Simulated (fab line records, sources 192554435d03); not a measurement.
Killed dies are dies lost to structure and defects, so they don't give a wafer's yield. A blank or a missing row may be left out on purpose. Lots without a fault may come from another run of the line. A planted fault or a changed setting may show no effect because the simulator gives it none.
Which tool did it? | flow n5_finfet | 7 lots, 20 wafers sampled, at 4 steps of a route of 1938

WHAT THE GAUGES READ, wafer by wafer
N5_BEOL_M13_CD_MEAS_28: target cd 209.5 nm.
lot  | measured     | on        | cd_nm (nm)
L369 | day 11 04:40 | cd_sem-02 | 210.2 210.3 209.6
L374 | day 12 07:07 | cd_sem-02 | 242.5 211.0 210.2
L375 | day 12 14:49 | cd_sem-03 | 210.2 245.9
L384 | day 14 04:49 | cd_sem-03 | 209.8 211.3 209.0
L386 | day 15 05:43 | cd_sem-03 | 208.0 210.1 209.6
L387 | day 15 19:26 | cd_sem-03 | 209.8 208.9 209.3
L390 | day 15 23:17 | cd_sem-03 | 210.5 211.0 209.7

WHICH TOOL RAN EACH LOT (tool, then ch and the chambers of the sampled wafers, then the start)
lot  | N5_BEOL_M13_VIA_ETCH_16            | N5_BEOL_M13_STRIP_64                 | N5_BEOL_M13_EXPOSE_25
L369 | rie_diel-02 ch 2,3, day 11 03:52   | plasma_asher-01 ch 0,1, day 11 04:09 | krf_scanner-02 ch 0, day 11 04:30
L374 | rie_diel-02 ch 1,2, day 12 06:14   | plasma_asher-02 ch 0,1, day 12 06:31 | krf_scanner-01 ch 0, day 12 06:57
L375 | rie_diel-03 ch 1,3, day 12 14:02   | plasma_asher-02 ch 0, day 12 14:21   | krf_scanner-01 ch 0, day 12 14:39
L384 | rie_diel-03 ch 0,1, day 14 03:55   | plasma_asher-02 ch 0,1, day 14 04:13 | krf_scanner-02 ch 0, day 14 04:38
L386 | rie_diel-06 ch 1,2, day 15 04:56   | plasma_asher-02 ch 0,1, day 15 05:15 | krf_scanner-02 ch 0, day 15 05:33
L387 | rie_diel-02 ch 0,2, day 15 18:40   | plasma_asher-01 ch 0,1, day 15 18:58 | krf_scanner-02 ch 0, day 15 19:16
L390 | rie_diel-03 ch 0,1,2, day 15 22:23 | plasma_asher-02 ch 0,1, day 15 22:41 | krf_scanner-01 ch 0, day 15 23:07
- N5_BEOL_M13_VIA_ETCH_16: etches SiOC in C4F8/O2/Ar, target depth 921.7 nm.
- N5_BEOL_M13_STRIP_64: strips in N2/H2.
- N5_BEOL_M13_EXPOSE_25: exposes mask M13, target cd 210 nm.

THE ANSWER, worked out from the rows above alone
Rule: what is usual is taken from the lots themselves. Put in order of their means at a reading, lots are off if they are a third of the lots or fewer, leave a main group of 4 or more, and stand apart from it by a gap of 3 or more times the standard deviation of the main group's means; of several such gaps the widest counts. A main group whose means are all the same, to the digits that the tables above print for the reading, isn't used. A lot without any number at a reading at which 4 lots or more have one is off too. The other lots that the step has rows for count as sound.
Off: L374, L375, at N5_BEOL_M13_CD_MEAS_28 (cd_nm). The main group: mean 209.8 nm, standard deviation 0.45.
A tool fits if, at a process step before that reading, it ran every lot that is off, and no sound lot after the first of them. The gauges at N5_BEOL_M13_CD_MEAS_28 are tried like those tools. None of those tried fits.

WHAT THE SIMULATOR HAD PUT IN
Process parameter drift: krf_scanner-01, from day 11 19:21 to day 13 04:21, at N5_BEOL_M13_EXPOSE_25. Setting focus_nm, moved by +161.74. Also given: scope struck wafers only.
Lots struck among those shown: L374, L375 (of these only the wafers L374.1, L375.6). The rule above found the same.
